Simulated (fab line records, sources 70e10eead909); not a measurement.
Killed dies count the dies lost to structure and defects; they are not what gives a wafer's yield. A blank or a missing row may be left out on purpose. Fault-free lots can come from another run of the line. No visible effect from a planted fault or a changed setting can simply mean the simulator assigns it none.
A struck lot beside a sound one + flow nandHarc + 15 steps out of a route of 1159
Sound: the wafers L465.3, L465.4, L465.5. Struck: wafer L469.2 (left out: L469.3, L469.4 of the same lot, which were not struck); the cause appears at the end.
At each step with rows: each side's tool, then ch and its chambers, then its first start. Under that, the readings that differ: sound wafers + struck wafers + difference of the means + sigmas: that difference in standard deviations of wafers without a fault.
alike: same words and numbers on both sides, and readings whose means sit less than 2 such deviations apart. not compared: any withheld reading, any reading some wafer has no value for, any bound like >300 that may hide the same value, and any number with overlapping values for which the record gives no deviation.
The two part at a step that has a row with sigmas, a row that says differs or no value, or rows on one side only. When numbers do not overlap yet have no deviation, they are printed without sigmas and do not part them. A reading missing from all wafers of one side parts the sides only when that side holds two or more wafers.

first, 4 steps without rows for these wafers: NHARC_P_GATE_EBR_22; NHARC_P_GATE_EXPOSE_23 (exposes mask P GATE, target cd 120 nm); NHARC_P_GATE_PEB_24 (peb time 65 s); NHARC_P_GATE_DEVELOP_25 (develop time 35 s).
NHARC_P_GATE_CD_MEAS_26: the cd target is 120 nm.
  sound on cdSem-01 ch 0, day 6 00:10; struck on cdSem-01 ch 0, day 7 09:26
  alike: cdNm
NHARC_P_GATE_OVL_MEAS_27:
  sound: overlay-01 at day 6 00:16; struck: overlay-01 at day 7 09:32
  alike: overlayXNm, overlayYNm
NHARC_P_GATE_INSPECT_28:
  sound: defectInspect-02 at day 6 00:17; struck: defectInspect-01 at day 7 09:34
| reading        | sound | struck | difference | sigmas |
|----------------|-------|--------|------------|--------|
| rawDefectCount | 9 5 8 | 15     | +8         | +3     |
NHARC_P_GATE_DESCUM_31: chemistry O2, time 3 s.
  sound on rieDiel-07 ch 0,1,2, day 6 00:21; struck on rieDiel-07 ch 0, day 7 09:38
  alike: drypumpMotorCurrentA, oesProductAu, rfVppV, showerheadPlenumPTorr, throttleValvePct
  not compared: rfHoursCounterH
NHARC_P_GATE_ETCH_104: etches the open film in CF4/CHF3, target depth 60 nm.
  sound on rieDiel-07 ch 0,1,2, day 6 00:26; struck on rieDiel-07 ch 3, day 7 09:43
| reading                  | sound       | struck | difference | sigmas |
|--------------------------|-------------|--------|------------|--------|
| drypumpMotorCurrentA (A) | 6.1 6.8 6.1 | 5.0    | -1.3       | -3     |
  alike: oesProductAu, rfVppV, showerheadPlenumPTorr, throttleValvePct
NHARC_P_GATE_HM_OPEN_105: chemistry O2/COS, target depth 360 nm.
  sound on rieDiel-07 ch 0,2; struck on rieDiel-07 ch 3
| reading                  | sound       | struck | difference | sigmas |
|--------------------------|-------------|--------|------------|--------|
| drypumpMotorCurrentA (A) | 6.0 6.8 6.0 | 5.1    | -1.2       | -3     |
  alike: oesProductAu, rfVppV, showerheadPlenumPTorr, throttleValvePct
  not compared: rfHoursCounterH
then, 1 step without rows for these wafers: NHARC_P_GATE_STRIP_106 (strips in O2/COS).
NHARC_P_GATE_ETCH_114: etches the open film in CF4/O2, target depth 30 nm, overetch 3 nm, time 16.5 s.
  sound on rieDiel-07 ch 0,1,3; struck on rieDiel-07 ch 1
  alike: drypumpMotorCurrentA, oesProductAu, rfVppV, showerheadPlenumPTorr, throttleValvePct
  not compared: rfHoursCounterH
NHARC_P_GATE_ETCH_32: etches the open film in HBr/Cl2, target depth 150 nm, time 100.1 s.
  sound on rieSi-03 ch 0,2, day 6 00:49; struck on rieSi-06 ch 0, day 7 10:16
| reading                  | sound                | struck | difference | sigmas |
|--------------------------|----------------------|--------|------------|--------|
| drypumpMotorCurrentA (A) | 6.6 5.9 6.6          | 4.9    | -1.5       | -3     |
| mfcCl2Sccm (sccm)        | 49.87 50.01 49.86    | 39.95  | -9.96      | -59    |
| throttleValvePct (%)     | 26.403 26.410 26.412 | 25.806 | -0.602     | -61    |
  alike: heBacksideLeakSccm, oesProductAu
  not compared: rfHoursCounterH
NHARC_P_GATE_STRIP_108: strips in O2.
  sound on rieDiel-11 ch 0,3, day 6 00:58; struck on rieDiel-07 ch 1, day 7 10:24
| reading             | sound             | struck | difference | sigmas |
|---------------------|-------------------|--------|------------|--------|
| oesProductAu (a.u.) | 0.982 0.992 0.991 | 1.008  | +0.020     | +2     |
  alike: drypumpMotorCurrentA, rfVppV, showerheadPlenumPTorr, throttleValvePct
  not compared: rfHoursCounterH
-- record jumps: 15 days between struck wafers' starts before vs after; left off in module P_GATE, resumes in module END, first step shown is number 1159 of the route --
NHARC_END_SORT_01:
  at this point the record logs the struck wafers (prober-01 ch 0, day 22 14:58) and has no rows for the sound ones

WHERE THEY PART
Last at NHARC_END_SORT_01 as far as this record goes, first at NHARC_P_GATE_INSPECT_28.

WHY: whatever the simulator had introduced
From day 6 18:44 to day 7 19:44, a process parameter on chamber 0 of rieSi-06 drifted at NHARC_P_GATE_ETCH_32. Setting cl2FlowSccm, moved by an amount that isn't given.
